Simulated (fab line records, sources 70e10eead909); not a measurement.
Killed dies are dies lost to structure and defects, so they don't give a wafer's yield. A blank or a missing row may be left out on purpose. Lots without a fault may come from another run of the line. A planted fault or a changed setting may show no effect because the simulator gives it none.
Chamber matching | flow nand_harc | NHARC_A_M1_CMP_23 on cmp-04: 4 sister chambers
The step polishes, t overpolish 20 s, target thk 154.34 nm. 4 wafers are shown with their chamber, then 11 later ones without.

WAFERS WITH THEIR CHAMBER
wafer  | chamber | motor_current_A (A)
L088.2 | 0       | 11.6
L088.5 | 3       | 11.3
L088.6 | 2       | 12.1
L089.1 | 1       | 12.6

WAFERS WITHOUT THEIR CHAMBER
wafer  | motor_current_A (A)
L089.2 | 12.0
L089.4 | 11.6
L090.1 | 12.0
L090.2 | 11.8
L090.4 | 12.6
L093.4 | 12.3
L093.5 | 11.8
L093.6 | 11.4
L094.1 | 11.7
L094.2 | 11.9
L094.4 | 12.9

WHICH CHAMBER EACH WENT THROUGH
wafer  | from the rows above          | in truth
L089.2 | can't be placed: 2 or 0      | 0
L089.4 | can't be placed: 0 or 3      | 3
L090.1 | can't be placed: 2 or 0      | 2
L090.2 | can't be placed: 0 or 2 or 3 | 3
L090.4 | 1                            | 1
L093.4 | can't be placed: 2 or 1      | 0
L093.5 | can't be placed: 0 or 2 or 3 | 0
L093.6 | can't be placed: 3 or 0      | 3
L094.1 | can't be placed: 0 or 3 or 2 | 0
L094.2 | can't be placed: 2 or 0      | 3
L094.4 | 1                            | 1
Placed correctly: 2 of 11. Can't be placed from these rows: 9 (the true chamber is among the candidates in 7). Placed wrongly: 0.
How it was worked out, from the rows above alone: a wafer's distance from a chamber is the root of the sum, over the readings, of the square of ((its reading less the chamber's mean) divided by the reading's scatter). The wafer belongs to the nearest chamber; if the next one is less than 2 further off, it can't be placed. A chamber's mean is the mean of its shown wafers. The scatter: with one shown wafer a chamber, the root of the mean of the squares of how far each hidden wafer lies from its nearest shown one.
